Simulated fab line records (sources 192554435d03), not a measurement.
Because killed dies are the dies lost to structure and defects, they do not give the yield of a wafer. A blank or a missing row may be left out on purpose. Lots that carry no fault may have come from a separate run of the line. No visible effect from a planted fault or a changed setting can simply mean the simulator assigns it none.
Chamber matching / flow n5Finfet / N5_SD_EPI_P_DESCUM_14 on rieDiel-01 has 4 sister chambers
The step chemistry O2, time 7.9 s. 27 wafers are shown with their chamber, then 12 later ones without.

== EACH WAFER AND ITS CHAMBER ==
wafer=L074.1; chamber=2; drypumpMotorCurrentA (A)=5.63; showerheadPlenumPTorr (Torr)=2.07; throttleValvePct (%)=20.8
wafer=L074.4; chamber=3; drypumpMotorCurrentA (A)=5.56; showerheadPlenumPTorr (Torr)=2.11; throttleValvePct (%)=20.3
wafer=L074.6; chamber=1; drypumpMotorCurrentA (A)=6.25; showerheadPlenumPTorr (Torr)=2.20; throttleValvePct (%)=21.0
wafer=L077.3; chamber=1; drypumpMotorCurrentA (A)=6.24; showerheadPlenumPTorr (Torr)=2.20; throttleValvePct (%)=21.0
wafer=L077.5; chamber=0; drypumpMotorCurrentA (A)=5.67; showerheadPlenumPTorr (Torr)=2.12; throttleValvePct (%)=19.8
wafer=L077.6; chamber=1; drypumpMotorCurrentA (A)=6.28; showerheadPlenumPTorr (Torr)=2.20; throttleValvePct (%)=21.0
wafer=L079.4; chamber=3; drypumpMotorCurrentA (A)=5.58; showerheadPlenumPTorr (Torr)=2.10; throttleValvePct (%)=20.3
wafer=L079.5; chamber=2; drypumpMotorCurrentA (A)=5.61; showerheadPlenumPTorr (Torr)=2.07; throttleValvePct (%)=20.4
wafer=L079.6; chamber=0; drypumpMotorCurrentA (A)=5.64; showerheadPlenumPTorr (Torr)=2.11; throttleValvePct (%)=19.9
wafer=L080.1; chamber=3; drypumpMotorCurrentA (A)=5.58; showerheadPlenumPTorr (Torr)=2.10; throttleValvePct (%)=20.3
wafer=L080.3; chamber=0; drypumpMotorCurrentA (A)=5.66; showerheadPlenumPTorr (Torr)=2.11; throttleValvePct (%)=19.8
wafer=L080.6; chamber=1; drypumpMotorCurrentA (A)=6.24; showerheadPlenumPTorr (Torr)=2.20; throttleValvePct (%)=21.0
wafer=L082.1; chamber=3; drypumpMotorCurrentA (A)=5.57; showerheadPlenumPTorr (Torr)=2.10; throttleValvePct (%)=20.3
wafer=L082.2; chamber=0; drypumpMotorCurrentA (A)=5.65; showerheadPlenumPTorr (Torr)=2.11; throttleValvePct (%)=19.9
wafer=L082.4; chamber=1; drypumpMotorCurrentA (A)=6.23; showerheadPlenumPTorr (Torr)=2.20; throttleValvePct (%)=21.0
wafer=L084.4; chamber=3; drypumpMotorCurrentA (A)=5.57; showerheadPlenumPTorr (Torr)=2.10; throttleValvePct (%)=20.3
wafer=L084.5; chamber=2; drypumpMotorCurrentA (A)=5.63; showerheadPlenumPTorr (Torr)=2.07; throttleValvePct (%)=20.4
wafer=L084.6; chamber=3; drypumpMotorCurrentA (A)=5.56; showerheadPlenumPTorr (Torr)=2.10; throttleValvePct (%)=20.3
wafer=L086.2; chamber=1; drypumpMotorCurrentA (A)=6.25; showerheadPlenumPTorr (Torr)=2.19; throttleValvePct (%)=21.0
wafer=L086.5; chamber=3; drypumpMotorCurrentA (A)=5.58; showerheadPlenumPTorr (Torr)=2.10; throttleValvePct (%)=20.3
wafer=L086.6; chamber=0; drypumpMotorCurrentA (A)=5.64; showerheadPlenumPTorr (Torr)=2.11; throttleValvePct (%)=19.9
wafer=L089.1; chamber=2; drypumpMotorCurrentA (A)=5.62; showerheadPlenumPTorr (Torr)=2.07; throttleValvePct (%)=20.5
wafer=L089.5; chamber=1; drypumpMotorCurrentA (A)=6.19; showerheadPlenumPTorr (Torr)=2.19; throttleValvePct (%)=21.0
wafer=L089.6; chamber=2; drypumpMotorCurrentA (A)=5.63; showerheadPlenumPTorr (Torr)=2.07; throttleValvePct (%)=20.5
wafer=L090.1; chamber=2; drypumpMotorCurrentA (A)=5.62; showerheadPlenumPTorr (Torr)=2.07; throttleValvePct (%)=20.5
wafer=L090.4; chamber=3; drypumpMotorCurrentA (A)=5.56; showerheadPlenumPTorr (Torr)=2.09; throttleValvePct (%)=20.3
wafer=L090.6; chamber=3; drypumpMotorCurrentA (A)=5.57; showerheadPlenumPTorr (Torr)=2.09; throttleValvePct (%)=20.3

SIGNATURES, as means of the wafers listed above
reading=drypumpMotorCurrentA; chamber 0=5.6520; chamber 1=6.2400; chamber 2=5.6233; chamber 3=5.5700; scatter within a chamber=0.0162
reading=showerheadPlenumPTorr; chamber 0=2.1120; chamber 1=2.1971; chamber 2=2.0700; chamber 3=2.0989; scatter within a chamber=0.00472
reading=throttleValvePct; chamber 0=19.860; chamber 1=21.000; chamber 2=20.517; chamber 3=20.300; scatter within a chamber=0.0723
Rule: for a wafer and a chamber, the distance is found by dividing, reading by reading, the gap between the wafer's reading and the chamber's mean by the reading's scatter, squaring, summing and taking the root. If the next closest chamber is less than 2 further off than the closest, the wafer can't be placed; otherwise it belongs to the closest. How the scatter is found: for the shown wafers, subtract from each reading the mean of its chamber, square and add these, divide the total by (wafers less chambers), then take the root.

== WAFERS MISSING THEIR CHAMBER ==
wafer=L091.2; drypumpMotorCurrentA (A)=6.24; showerheadPlenumPTorr (Torr)=2.19; throttleValvePct (%)=21.0
wafer=L091.3; drypumpMotorCurrentA (A)=5.57; showerheadPlenumPTorr (Torr)=2.09; throttleValvePct (%)=20.3
wafer=L091.6; drypumpMotorCurrentA (A)=5.63; showerheadPlenumPTorr (Torr)=2.07; throttleValvePct (%)=20.5
wafer=L093.2; drypumpMotorCurrentA (A)=5.65; showerheadPlenumPTorr (Torr)=2.10; throttleValvePct (%)=19.9
wafer=L093.3; drypumpMotorCurrentA (A)=5.61; showerheadPlenumPTorr (Torr)=2.06; throttleValvePct (%)=20.5
wafer=L093.4; drypumpMotorCurrentA (A)=6.25; showerheadPlenumPTorr (Torr)=2.19; throttleValvePct (%)=21.1
wafer=L095.1; drypumpMotorCurrentA (A)=5.56; showerheadPlenumPTorr (Torr)=2.09; throttleValvePct (%)=20.3
wafer=L095.4; drypumpMotorCurrentA (A)=5.65; showerheadPlenumPTorr (Torr)=2.10; throttleValvePct (%)=19.9
wafer=L095.5; drypumpMotorCurrentA (A)=5.56; showerheadPlenumPTorr (Torr)=2.09; throttleValvePct (%)=20.3
wafer=L097.3; drypumpMotorCurrentA (A)=5.66; showerheadPlenumPTorr (Torr)=2.10; throttleValvePct (%)=19.9
wafer=L097.4; drypumpMotorCurrentA (A)=5.55; showerheadPlenumPTorr (Torr)=2.09; throttleValvePct (%)=20.3
wafer=L097.5; drypumpMotorCurrentA (A)=5.54; showerheadPlenumPTorr (Torr)=2.09; throttleValvePct (%)=20.3

== EACH ONE'S CHAMBER ==
wafer=L091.2; from the rows above=1; in truth=1
wafer=L091.3; from the rows above=3; in truth=3
wafer=L091.6; from the rows above=2; in truth=2
wafer=L093.2; from the rows above=0; in truth=0
wafer=L093.3; from the rows above=2; in truth=2
wafer=L093.4; from the rows above=1; in truth=1
wafer=L095.1; from the rows above=3; in truth=3
wafer=L095.4; from the rows above=0; in truth=0
wafer=L095.5; from the rows above=3; in truth=3
wafer=L097.3; from the rows above=0; in truth=0
wafer=L097.4; from the rows above=3; in truth=3
wafer=L097.5; from the rows above=3; in truth=3
12 of 12 placed correctly. From these rows, 0 cannot be placed. 0 placed wrongly.
